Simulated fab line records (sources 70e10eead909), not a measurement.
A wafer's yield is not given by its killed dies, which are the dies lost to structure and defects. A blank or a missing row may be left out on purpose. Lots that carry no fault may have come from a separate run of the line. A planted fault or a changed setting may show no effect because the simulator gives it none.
Which of the tools did it? | flow nand-harc | 24 lots, 72 wafers sampled, at 6 steps of a route of 1302

WHAT THE GAUGES SHOWED, per wafer
NHARC_A_M0_THK_MEAS_24: measures by xrf.
lot  | measured     | on            | thk-nm (nm)
L075 | day 23 04:41 | film-metro-01 | 113.5 115.1 113.8
L074 | day 23 05:56 | film-metro-01 | 115.1 114.8 113.1
L076 | day 23 21:19 | film-metro-01 | 111.9 113.6 113.9
L078 | day 23 21:56 | film-metro-01 | 113.9 111.8 112.2
L077 | day 24 13:31 | film-metro-01 | 113.6 115.8 116.7
L079 | day 25 08:22 | film-metro-01 | 113.2 116.5 115.1
L081 | day 26 06:53 | film-metro-02 | 112.5 114.0 112.6
L080 | day 26 10:06 | film-metro-01 | 115.5 117.1 113.2
L083 | day 26 10:48 | film-metro-02 | 114.1 115.2 112.2
L082 | day 26 18:04 | film-metro-02 | 115.0 112.6 113.1
L084 | day 27 09:46 | film-metro-02 | 116.1 116.8 114.9
L085 | day 27 14:48 | film-metro-01 | 115.3 116.2 114.8
L086 | day 27 19:59 | film-metro-01 | 115.5 114.2 115.9
L087 | day 28 06:26 | film-metro-01 | 114.0 113.6 113.3
L089 | day 28 19:59 | film-metro-02 | 116.6 112.4 114.4
L091 | day 28 21:02 | film-metro-02 | 112.4 113.0 110.5
L090 | day 29 02:08 | film-metro-01 | 113.0 112.8 113.4
L088 | day 29 06:14 | film-metro-01 | 116.4 112.4 112.6
L092 | day 30 00:32 | film-metro-01 | 113.4 114.7 113.7
L093 | day 30 07:35 | film-metro-02 | 113.9 113.4 113.9
L095 | day 31 00:03 | film-metro-01 | 116.6 115.4 113.8
L094 | day 31 00:38 | film-metro-02 | 111.0 112.7 113.7
L096 | day 31 12:18 | film-metro-01 | 112.3 111.8 114.3
L097 | day 32 05:43 | film-metro-02 | 114.4 115.6 112.6

NHARC_HYBRID_BOND_OVL_MEAS_05.
lot  | measured     | on         | overlay-x-nm (nm) | overlay-y-nm (nm)
L075 | day 23 23:17 | overlay-01 | 70 6 48           | -50 3 7
L074 | day 23 23:17 | overlay-02 | 3 29 -52          | 28 15 -58
L076 | day 24 18:05 | overlay-02 | 21 -7 -37         | 29 25 17
L078 | day 24 18:05 | overlay-01 | -37 111 -5        | 6 29 50
L077 | day 25 08:00 | overlay-01 | 51 -16 -15        | 66 51 9
L079 | day 26 03:59 | overlay-02 | -62 57 3          | -30 -22 -18
L081 | day 27 01:35 | overlay-02 | 41 -1 -14         | -48 -6 -41
L080 | day 27 01:35 | overlay-01 | 21 22 -59         | -4 34 -41
L083 | day 27 05:29 | overlay-02 | -36 -31 31        | -27 29 41
L082 | day 27 12:37 | overlay-01 | 47 -9 -2          | -6 47 -57
L084 | day 28 04:22 | overlay-02 | -69 -11 -3        | 2 36 48
L085 | day 28 12:14 | overlay-02 | -30 13 -43        | 14 -19 13
L086 | day 28 12:14 | overlay-01 | -11 -72 -12       | -79 22 -15
L087 | day 29 02:54 | overlay-01 | 4 25 -3           | -21 -15 84
L089 | day 29 14:26 | overlay-02 | -14 65 27         | 11 -33 -21
L091 | day 29 14:26 | overlay-01 | 78 -2 -22         | -1 -4 7
L090 | day 29 20:43 | overlay-01 | -52 -26 0         | -50 58 -11
L088 | day 30 01:02 | overlay-02 | 41 13 -49         | 4 50 -18
L092 | day 30 19:13 | overlay-01 | -11 21 -23        | 28 17 -71
L093 | day 31 02:58 | overlay-02 | 10 79 20          | -15 12 -15
L095 | day 31 18:28 | overlay-02 | -7 0 56           | -63 20 7
L094 | day 31 18:28 | overlay-01 | 13 4 33           | -22 -45 4
L096 | day 32 10:12 | overlay-02 | 11 -16 -8         | 6 -27 6
L097 | day 33 01:03 | overlay-02 | 57 31 19          | -43 37 -36

EACH LOT AND THE TOOL THAT RAN IT (in order: tool; ch and the chambers of the sampled wafers; start)
lot  | NHARC_A_M1_PRE_CLEAN_30                 | NHARC_A_M1_PVD_20                       | NHARC_A_BONDPAD_ETCH_34            | NHARC_A_BONDPAD_ETCH_12
L075 | pvd-sputter-02, day 23 11:32 or earlier | pvd-sputter-02, day 23 11:32 or earlier | rie-diel-01 ch 0,1, day 23 11:32   | rie-diel-01 ch 1,2,3, day 23 23:17 or earlier
L074 | pvd-sputter-03, day 23 12:30 or earlier | pvd-sputter-03, day 23 12:30 or earlier | rie-diel-11 ch 0,1, day 23 12:30   | rie-diel-11 ch 0,3, day 23 23:17 or earlier
L076 | pvd-sputter-01, day 24 03:46 or earlier | pvd-sputter-01, day 24 03:46 or earlier | rie-diel-04 ch 0,1,2, day 24 03:46 | rie-diel-04 ch 0,3, day 24 18:05 or earlier
L078 | pvd-sputter-03, day 24 04:29 or earlier | pvd-sputter-03, day 24 04:29 or earlier | rie-diel-04 ch 0,1,3, day 24 04:29 | rie-diel-04 ch 0,1,2, day 24 18:05 or earlier
L077 | pvd-sputter-01, day 24 20:05 or earlier | pvd-sputter-01, day 24 20:05 or earlier | rie-diel-04 ch 1,2,3, day 24 20:05 | rie-diel-04 ch 0,3, day 25 08:00 or earlier
L079 | pvd-sputter-02, day 25 15:10 or earlier | pvd-sputter-02, day 25 15:10 or earlier | rie-diel-11 ch 2,3, day 25 15:10   | rie-diel-11 ch 0,1, day 26 03:59 or earlier
L081 | pvd-sputter-03, day 26 13:22 or earlier | pvd-sputter-03, day 26 13:22 or earlier | rie-diel-04 ch 0,1,3, day 26 13:22 | rie-diel-04 ch 0,1, day 27 01:35 or earlier
L080 | pvd-sputter-02, day 26 16:37 or earlier | pvd-sputter-02, day 26 16:37 or earlier | rie-diel-04 ch 0,1,2, day 26 16:37 | rie-diel-04 ch 0,3, day 27 01:35 or earlier
L083 | pvd-sputter-01, day 26 17:25 or earlier | pvd-sputter-01, day 26 17:25 or earlier | rie-diel-04 ch 0,2,3, day 26 17:25 | rie-diel-04 ch 1,2, day 27 05:29 or earlier
L082 | pvd-sputter-02, day 27 00:37 or earlier | pvd-sputter-02, day 27 00:37 or earlier | rie-diel-11 ch 0,3, day 27 00:37   | rie-diel-11 ch 1,2, day 27 12:37 or earlier
L084 | pvd-sputter-03, day 27 16:21 or earlier | pvd-sputter-03, day 27 16:21 or earlier | rie-diel-04 ch 0,3, day 27 16:21   | rie-diel-04 ch 1,2,3, day 28 04:22 or earlier
L085 | pvd-sputter-03, day 27 21:11 or earlier | pvd-sputter-03, day 27 21:11 or earlier | rie-diel-04 ch 1,3, day 27 21:11   | rie-diel-04 ch 0,1,2, day 28 12:14 or earlier
L086 | pvd-sputter-03, day 28 02:34 or earlier | pvd-sputter-03, day 28 02:34 or earlier | rie-diel-04 ch 0,2,3, day 28 02:34 | rie-diel-04 ch 1,2, day 28 12:14 or earlier
L087 | pvd-sputter-02, day 28 13:13 or earlier | pvd-sputter-02, day 28 13:13 or earlier | rie-diel-04 ch 0,2,3, day 28 13:13 | rie-diel-04 ch 0,1,2, day 29 02:54 or earlier
L089 | pvd-sputter-01, day 29 02:22 or earlier | pvd-sputter-01, day 29 02:22 or earlier | rie-diel-04 ch 0,2,3, day 29 02:22 | rie-diel-04 ch 0,1,3, day 29 14:26 or earlier
L091 | pvd-sputter-02, day 29 03:34 or earlier | pvd-sputter-02, day 29 03:34 or earlier | rie-diel-11 ch 0,1, day 29 03:34   | rie-diel-11 ch 0,3, day 29 14:26 or earlier
L090 | pvd-sputter-02, day 29 08:46 or earlier | pvd-sputter-02, day 29 08:46 or earlier | rie-diel-11 ch 2,3, day 29 08:46   | rie-diel-11 ch 1,2,3, day 29 20:43 or earlier
L088 | pvd-sputter-03, day 29 12:40 or earlier | pvd-sputter-03, day 29 12:40 or earlier | rie-diel-04 ch 0,2,3, day 29 12:40 | rie-diel-04 ch 0,1,3, day 30 01:02 or earlier
L092 | pvd-sputter-02, day 30 07:05 or earlier | pvd-sputter-02, day 30 07:05 or earlier | rie-diel-04 ch 0,2, day 30 07:05   | rie-diel-04 ch 1,2,3, day 30 19:13 or earlier
L093 | pvd-sputter-02, day 30 14:19 or earlier | pvd-sputter-02, day 30 14:19 or earlier | rie-diel-01 ch 0,1, day 30 14:19   | rie-diel-01 ch 0,1,3, day 31 02:58 or earlier
L095 | pvd-sputter-01, day 31 06:31 or earlier | pvd-sputter-01, day 31 06:31 or earlier | rie-diel-11 ch 0,2,3, day 31 06:31 | rie-diel-11 ch 0,2,3, day 31 18:28 or earlier
L094 | pvd-sputter-01, day 31 07:17 or earlier | pvd-sputter-01, day 31 07:17 or earlier | rie-diel-11 ch 0,1, day 31 07:17   | rie-diel-11 ch 0,1, day 31 18:28 or earlier
L096 | pvd-sputter-02, day 31 18:54 or earlier | pvd-sputter-02, day 31 18:54 or earlier | rie-diel-04 ch 0,1,2, day 31 18:54 | rie-diel-04 ch 0,2,3, day 32 10:12 or earlier
L097 | pvd-sputter-02, day 32 12:25 or earlier | pvd-sputter-02, day 32 12:25 or earlier | rie-diel-04 ch 1,2,3, day 32 12:25 | rie-diel-04 ch 1,2,3, day 33 01:03 or earlier
- NHARC_A_M1_PRE_CLEAN_30: time 30 s.
- NHARC_A_M1_PVD_20: deposits TaN, target thk 5 nm, time 8.06 s.
- NHARC_A_BONDPAD_ETCH_34: etches the open film in N2/H2, target depth 60 nm, overetch 18 nm, time 65.91 s.
- NHARC_A_BONDPAD_ETCH_12: etches the open film in CHF3/O2, target depth 220 nm, time 110 s.

WHAT THE TOOLS THEMSELVES READ (means of the sampled wafers that have a number; where no wafer has one, the mark that the record gives instead)
NHARC_A_M1_PRE_CLEAN_30.
lot  | tool           | heater-power-w (W)
L075 | pvd-sputter-02 | 377
L074 | pvd-sputter-03 | 464
L076 | pvd-sputter-01 | 373
L078 | pvd-sputter-03 | 440
L077 | pvd-sputter-01 | 412
L079 | pvd-sputter-02 | 367
L081 | pvd-sputter-03 | 419
L080 | pvd-sputter-02 | 406
L083 | pvd-sputter-01 | 390
L082 | pvd-sputter-02 | 392
L084 | pvd-sputter-03 | 444
L085 | pvd-sputter-03 | 438
L086 | pvd-sputter-03 | 447
L087 | pvd-sputter-02 | 370
L089 | pvd-sputter-01 | 401
L091 | pvd-sputter-02 | 370
L090 | pvd-sputter-02 | 380
L088 | pvd-sputter-03 | 464
L092 | pvd-sputter-02 | 398
L093 | pvd-sputter-02 | 388
L095 | pvd-sputter-01 | 405
L094 | pvd-sputter-01 | 395
L096 | pvd-sputter-02 | 387
L097 | pvd-sputter-02 | 365

NHARC_A_M1_PVD_20.
lot  | tool           | throttle-valve-pct (%)
L075 | pvd-sputter-02 | 30.5
L074 | pvd-sputter-03 | 30.4
L076 | pvd-sputter-01 | 30.5
L078 | pvd-sputter-03 | 29.8
L077 | pvd-sputter-01 | 30.5
L079 | pvd-sputter-02 | 29.8
L081 | pvd-sputter-03 | 29.7
L080 | pvd-sputter-02 | 30.6
L083 | pvd-sputter-01 | 30.0
L082 | pvd-sputter-02 | 29.7
L084 | pvd-sputter-03 | 29.6
L085 | pvd-sputter-03 | 30.7
L086 | pvd-sputter-03 | 30.5
L087 | pvd-sputter-02 | 29.0
L089 | pvd-sputter-01 | 30.3
L091 | pvd-sputter-02 | 30.2
L090 | pvd-sputter-02 | 29.5
L088 | pvd-sputter-03 | 30.7
L092 | pvd-sputter-02 | 28.4
L093 | pvd-sputter-02 | 29.5
L095 | pvd-sputter-01 | 29.8
L094 | pvd-sputter-01 | 30.7
L096 | pvd-sputter-02 | 30.1
L097 | pvd-sputter-02 | 30.4

NHARC_A_BONDPAD_ETCH_34.
lot  | tool        | drypump-motor-current-A (A) | oes-product-au (a.u.) | rf-vpp-V (V) | showerhead-plenum-p-Torr (Torr) | throttle-valve-pct (%)
L075 | rie-diel-01 | 5.5                         | 0.989                 | 428.9        | 1.96                            | 14.171
L074 | rie-diel-11 | 5.8                         | 0.999                 | 428.4        | 1.99                            | 14.171
L076 | rie-diel-04 | 5.6                         | 1.006                 | 429.2        | 2.03                            | 14.165
L078 | rie-diel-04 | 5.8                         | 1.001                 | 428.5        | 1.97                            | 14.174
L077 | rie-diel-04 | 5.7                         | 1.005                 | 428.9        | 1.98                            | 14.172
L079 | rie-diel-11 | 5.6                         | 0.991                 | 429.1        | 1.99                            | 14.172
L081 | rie-diel-04 | 5.8                         | 1.004                 | 428.0        | 1.97                            | 14.169
L080 | rie-diel-04 | 5.5                         | 1.007                 | 429.9        | 2.03                            | 14.169
L083 | rie-diel-04 | 5.7                         | 0.999                 | 430.1        | 2.02                            | 14.173
L082 | rie-diel-11 | 5.2                         | 0.998                 | 433.0        | 2.13                            | 14.168
L084 | rie-diel-04 | 5.9                         | 0.991                 | 428.4        | 1.96                            | 14.163
L085 | rie-diel-04 | 5.8                         | 0.994                 | 426.2        | 1.92                            | 14.168
L086 | rie-diel-04 | 5.7                         | 0.996                 | 430.1        | 2.02                            | 14.167
L087 | rie-diel-04 | 5.7                         | 0.997                 | 430.2        | 2.02                            | 14.166
L089 | rie-diel-04 | 5.7                         | 1.001                 | 430.7        | 2.02                            | 14.176
L091 | rie-diel-11 | 5.6                         | 1.001                 | 430.9        | 2.06                            | 14.163
L090 | rie-diel-11 | 5.3                         | 0.994                 | 430.6        | 2.05                            | 14.175
L088 | rie-diel-04 | 5.7                         | 1.000                 | 430.6        | 2.02                            | 14.165
L092 | rie-diel-04 | 5.5                         | 1.010                 | 430.9        | 2.07                            | 14.169
L093 | rie-diel-01 | 5.5                         | 1.001                 | 428.3        | 1.94                            | 14.166
L095 | rie-diel-11 | 5.4                         | 0.998                 | 430.6        | 2.06                            | 14.168
L094 | rie-diel-11 | 5.6                         | 0.998                 | 430.9        | 2.06                            | 14.159
L096 | rie-diel-04 | 5.5                         | 1.003                 | 431.0        | 2.03                            | 14.178
L097 | rie-diel-04 | 5.7                         | 0.999                 | 428.3        | 1.98                            | 14.167

NHARC_A_BONDPAD_ETCH_12.
lot  | tool        | drypump-motor-current-A (A) | oes-product-au (a.u.) | rf-vpp-V (V) | showerhead-plenum-p-Torr (Torr) | throttle-valve-pct (%)
L075 | rie-diel-01 | 5.8                         | 0.913                 | 369.3        | 2.34                            | 20.571
L074 | rie-diel-11 | 5.3                         | 0.934                 | 373.1        | 2.53                            | 20.575
L076 | rie-diel-04 | 5.8                         | 0.966                 | 370.1        | 2.37                            | 20.573
L078 | rie-diel-04 | 5.5                         | 0.977                 | 370.4        | 2.39                            | 20.571
L077 | rie-diel-04 | 6.0                         | 0.962                 | 368.6        | 2.32                            | 20.575
L079 | rie-diel-11 | 5.9                         | 0.919                 | 369.5        | 2.34                            | 20.581
L081 | rie-diel-04 | 5.7                         | 0.931                 | 369.1        | 2.33                            | 20.573
L080 | rie-diel-04 | 5.9                         | 0.945                 | 369.0        | 2.32                            | 20.586
L083 | rie-diel-04 | 5.5                         | 0.958                 | 369.7        | 2.34                            | 20.575
L082 | rie-diel-11 | 6.0                         | 0.967                 | 367.8        | 2.25                            | 20.564
L084 | rie-diel-04 | 5.7                         | 0.943                 | 368.4        | 2.33                            | 20.571
L085 | rie-diel-04 | 5.5                         | 0.924                 | 370.2        | 2.39                            | 20.562
L086 | rie-diel-04 | 5.4                         | 0.968                 | 370.5        | 2.40                            | 20.581
L087 | rie-diel-04 | 5.5                         | 0.927                 | 370.5        | 2.39                            | 20.574
L089 | rie-diel-04 | 5.8                         | 0.964                 | 368.2        | 2.32                            | 20.566
L091 | rie-diel-11 | 5.3                         | 0.916                 | 373.1        | 2.52                            | 20.573
L090 | rie-diel-11 | 5.6                         | 0.930                 | 368.2        | 2.33                            | 20.577
L088 | rie-diel-04 | 5.8                         | 0.969                 | 369.2        | 2.32                            | 20.574
L092 | rie-diel-04 | 5.7                         | 0.982                 | 368.6        | 2.33                            | 20.575
L093 | rie-diel-01 | 5.7                         | 0.937                 | 368.8        | 2.32                            | 20.574
L095 | rie-diel-11 | 5.4                         | 0.924                 | 371.0        | 2.42                            | 20.569
L094 | rie-diel-11 | 5.6                         | 0.928                 | 371.2        | 2.43                            | 20.578
L096 | rie-diel-04 | 5.7                         | 0.970                 | 370.2        | 2.38                            | 20.573
L097 | rie-diel-04 | 5.7                         | 0.962                 | 369.4        | 2.33                            | 20.567

THE ANSWER, worked out from the rows above alone
Rule: usual is defined by the lots themselves. The widest of any qualifying gaps counts: lots, ordered by their means at a reading, are off when they make up no more than a third of the lots, leave a main group of 4 or more, and stand apart from it by 3 or more times the standard deviation of that group's means. A main group whose means are all the same, to the digits that the tables above print for the reading, isn't used. A lot without any number at a reading at which 4 lots or more have one is off too. All remaining lots with rows at the step are treated as sound. Order of review: gauges by route order, followed by the tools' own readings, for which a lot's mean as printed above is used. At the first step where some lot is off, the reading lying furthest off is the one used; lots without a number count as furthest.
No lot is off on any of the readings shown, so nothing can be concluded from this.

WHAT THE SIMULATOR PUT IN
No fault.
